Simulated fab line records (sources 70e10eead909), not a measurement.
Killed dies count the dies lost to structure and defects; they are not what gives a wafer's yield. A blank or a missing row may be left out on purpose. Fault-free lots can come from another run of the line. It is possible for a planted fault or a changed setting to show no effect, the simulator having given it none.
Chamber matching ; flow nand-harc ; 4 sister chambers for NHARC_A_STAIRCASE_TRIM_220 on rie-diel-08
The step chemistry O2, time 211.2 s. 8 wafers are shown with their chamber, then 9 later ones without.

WAFERS, EACH WITH ITS CHAMBER
wafer;chamber;drypump-motor-current-A (A);showerhead-plenum-p-Torr (Torr)
L081.2;0;4.8;3.77
L081.4;1;5.7;3.29
L084.2;1;5.7;3.29
L087.5;3;5.9;3.33
L087.6;0;4.9;3.76
L088.2;2;6.3;3.51
L088.3;3;5.9;3.33
L088.6;2;6.3;3.51

WAFERS WITH NO CHAMBER GIVEN
wafer;drypump-motor-current-A (A);showerhead-plenum-p-Torr (Torr)
L089.1;6.3;3.51
L089.5;5.9;3.32
L089.6;4.9;3.75
L095.1;4.9;3.74
L095.3;5.9;3.32
L095.4;6.3;3.50
L097.1;5.9;3.31
L097.3;4.8;3.74
L097.4;6.3;3.49

CHAMBER TAKEN BY EACH
wafer;from the rows above;in truth
L089.1;2;2
L089.5;3;3
L089.6;0;0
L095.1;0;0
L095.3;3;3
L095.4;2;2
L097.1;3;3
L097.3;0;0
L097.4;2;2
9 of 9 placed correctly. Left unplaced by these rows: 0. 0 placed wrongly.
How it was worked out, from the rows above alone: a wafer's distance from a chamber is the root of the sum, over the readings, of the square of ((its reading less the chamber's mean) divided by the reading's scatter). If the next closest chamber is less than 2 further off than the closest, the wafer can't be placed; otherwise it belongs to the closest. Each chamber's mean is taken over the wafers shown for it. How the scatter is found: for the shown wafers, subtract from each reading the mean of its chamber, square and add these, divide the total by (wafers less chambers), then take the root.
